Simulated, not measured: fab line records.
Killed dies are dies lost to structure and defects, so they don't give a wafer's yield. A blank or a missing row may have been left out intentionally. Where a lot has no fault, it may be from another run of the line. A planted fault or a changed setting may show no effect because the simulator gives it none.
Which tool did it? | flow n5Finfet | 23 lots, 69 wafers sampled, at 2 steps of a route of 1938

WHAT THE GAUGES SHOWED, per wafer
N5_BEOL_M0_SAQP_OVL_MEAS_15.
lot  | measured     | on         | M0_CORE_OVL (nm)
L074 | day 5 10:38  | overlay-01 | 0.1 -0.1 -0.2
L075 | day 5 16:43  | overlay-01 | 1.5 0.5 1.1
L076 | day 6 01:44  | overlay-02 | 0.3 -0.7 -0.2
L078 | day 6 13:12  | overlay-01 | 1.2 0.0 0.8
L079 | day 6 16:14  | overlay-02 | 1.1 -1.1 0.2
L080 | day 6 22:34  | overlay-01 | 0.4 0.9 -0.2
L081 | day 7 07:43  | overlay-01 | -0.9 0.0 -0.8
L082 | day 7 09:40  | overlay-02 | -0.2 -0.6 -0.9
L083 | day 7 18:56  | overlay-01 | 0.3 -0.1 -0.7
L084 | day 8 01:34  | overlay-01 | 0.0 0.3 -1.1
L086 | day 8 10:17  | overlay-02 | -1.9 0.3 0.6
L085 | day 8 12:41  | overlay-01 | -0.5 0.7 0.4
L087 | day 8 16:37  | overlay-02 | 0.0 -0.2 -0.6
L088 | day 9 02:57  | overlay-02 | 0.4 0.1 0.3
L089 | day 9 08:01  | overlay-02 | 1.1 0.7 -0.5
L090 | day 9 10:17  | overlay-01 | -0.8 0.4 0.5
L091 | day 9 13:35  | overlay-02 | 0.4 0.3 0.3
L092 | day 9 22:32  | overlay-01 | -0.9 0.5 0.7
L093 | day 10 03:37 | overlay-02 | -0.7 -0.4 -0.4
L094 | day 10 08:52 | overlay-01 | -0.6 -0.3 0.5
L095 | day 10 18:49 | overlay-01 | 0.4 -0.2 -0.5
L097 | day 11 06:11 | overlay-02 | 0.1 -0.1 0.0
L096 | day 11 09:16 | overlay-01 | -0.3 0.4 -0.7

TOOL THAT RAN EACH LOT (tool first, then ch and the chambers of the sampled wafers, then the start)
lot  | N5_BEOL_M0_SAQP_PECVD_00
L074 | pecvd-02 ch 0,1, day 5 09:37
L075 | pecvd-01 ch 1,2, day 5 15:50
L076 | pecvd-02 ch 0,1,2, day 5 22:51
L078 | pecvd-01 ch 0,2, day 6 11:24
L079 | pecvd-01 ch 0,1,2, day 6 14:23
L080 | pecvd-02 ch 0,1,2, day 6 21:07
L081 | pecvd-02 ch 0,1,2, day 7 05:40
L082 | pecvd-01 ch 0,2, day 7 08:41
L083 | pecvd-02 ch 1,2, day 7 14:46
L084 | pecvd-01 ch 0,1,2, day 7 23:50
L086 | pecvd-04 ch 0,1,2, day 8 08:26
L085 | pecvd-01 ch 0,1, day 8 11:27
L087 | pecvd-04 ch 1,2, day 8 15:21
L088 | pecvd-02 ch 0,2, day 9 02:09
L089 | pecvd-01 ch 1,2, day 9 05:09
L090 | pecvd-01 ch 0,2, day 9 09:26
L091 | pecvd-02 ch 0,2, day 9 12:28
L092 | pecvd-02 ch 0,1, day 9 19:53
L093 | pecvd-04 ch 1,2, day 10 01:30
L094 | pecvd-01 ch 0,1, day 10 07:53
L095 | pecvd-01 ch 0,1, day 10 16:33
L097 | pecvd-04 ch 0,2, day 11 04:34
L096 | pecvd-02 ch 0,2, day 11 07:33
- N5_BEOL_M0_SAQP_PECVD_00: deposits SiCN from 3MS/NH3, target thk 8 nm, time 14 s.

WHAT THE TOOLS THEMSELVES READ (means of the sampled wafers that have a number; where no wafer has one, the mark that the record gives instead)
N5_BEOL_M0_SAQP_PECVD_00.
lot  | tool     | showerheadPlenumPTorr (Torr) | throttleValvePct (%)
L074 | pecvd-02 | 3.658                        | 8.9
L075 | pecvd-01 | 3.648                        | 9.5
L076 | pecvd-02 | 3.659                        | 8.9
L078 | pecvd-01 | 3.635                        | 9.4
L079 | pecvd-01 | 3.634                        | 9.7
L080 | pecvd-02 | 3.663                        | 9.0
L081 | pecvd-02 | 3.659                        | 8.9
L082 | pecvd-01 | 3.639                        | 9.4
L083 | pecvd-02 | 3.665                        | 9.0
L084 | pecvd-01 | 3.649                        | 9.7
L086 | pecvd-04 | 3.661                        | 8.9
L085 | pecvd-01 | 3.643                        | 9.9
L087 | pecvd-04 | 3.660                        | 8.5
L088 | pecvd-02 | 3.668                        | 8.8
L089 | pecvd-01 | 3.650                        | 9.4
L090 | pecvd-01 | 3.636                        | 9.2
L091 | pecvd-02 | 3.669                        | 8.9
L092 | pecvd-02 | 3.660                        | 8.9
L093 | pecvd-04 | 3.649                        | 8.5
L094 | pecvd-01 | 3.644                        | 10.2
L095 | pecvd-01 | 3.645                        | 10.3
L097 | pecvd-04 | 3.672                        | 9.5
L096 | pecvd-02 | 3.669                        | 9.1

THE ANSWER, worked out from the rows above alone
Rule: what is usual is taken from the lots themselves. The widest of any qualifying gaps counts: lots, ordered by their means at a reading, are off when they make up no more than a third of the lots, leave a main group of 4 or more, and stand apart from it by 3 or more times the standard deviation of that group's means. The tables above print the reading to a certain number of digits; a main group whose means all agree to those digits is not used. A lot without any number at a reading at which 4 lots or more have one is off too. All remaining lots with rows at the step are treated as sound. The gauges are gone through in route order, then the tools' own readings, and for those a lot's mean is taken as printed above. The first step at which some lot is off is used, and at that step the reading that is off furthest; a lot without a number counts as furthest.
No lot is off on any of the readings shown, so nothing can be concluded from this.

WHAT WAS PUT IN BY THE SIMULATOR
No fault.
